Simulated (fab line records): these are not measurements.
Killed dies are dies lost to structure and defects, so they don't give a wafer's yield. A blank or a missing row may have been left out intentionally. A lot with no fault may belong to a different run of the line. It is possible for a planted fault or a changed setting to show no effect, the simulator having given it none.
Chamber matching + flow nand-harc + NHARC_A_CONTACT_ETCH_88 on rie-diel-02: 4 sister chambers
The step etches the open film in CF4, target depth 39 nm, time 65 s. 4 wafers are shown with their chamber, then 8 later ones without.

== WAFERS WITH THEIR CHAMBER ==
| wafer  | chamber | drypump-motor-current-A (A) |
|--------|---------|-----------------------------|
| L076.2 | 1       | 6.3                         |
| L084.1 | 0       | 5.6                         |
| L084.2 | 2       | 5.3                         |
| L090.1 | 3       | 6.4                         |

== WAFERS WITH NO CHAMBER GIVEN ==
| wafer  | drypump-motor-current-A (A) |
|--------|-----------------------------|
| L090.5 | 5.7                         |
| L090.6 | 6.3                         |
| L091.2 | 5.7                         |
| L091.5 | 6.4                         |
| L091.6 | 5.3                         |
| L096.2 | 5.7                         |
| L096.3 | 5.3                         |
| L096.6 | 5.3                         |

== WHICH CHAMBER EACH ONE RAN IN ==
| wafer  | from the rows above     | in truth |
|--------|-------------------------|----------|
| L090.5 | 0                       | 0        |
| L090.6 | can't be placed: 1 or 3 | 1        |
| L091.2 | 0                       | 0        |
| L091.5 | can't be placed: 3 or 1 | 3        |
| L091.6 | 2                       | 2        |
| L096.2 | 0                       | 0        |
| L096.3 | 2                       | 2        |
| L096.6 | 2                       | 2        |
Correctly placed: 6 of 8. From these rows, 2 cannot be placed; in 2 the true chamber is one of the candidates. Placed wrongly: 0.
How it was worked out, from the rows above alone: a wafer's distance from a chamber is the root of the sum, over the readings, of the square of ((its reading less the chamber's mean) divided by the reading's scatter). The wafer belongs to the nearest chamber; if the next one is less than 2 further off, it can't be placed. A chamber's mean is the mean of its shown wafers. The scatter: with one shown wafer a chamber, the root of the mean of the squares of how far each hidden wafer lies from its nearest shown one.
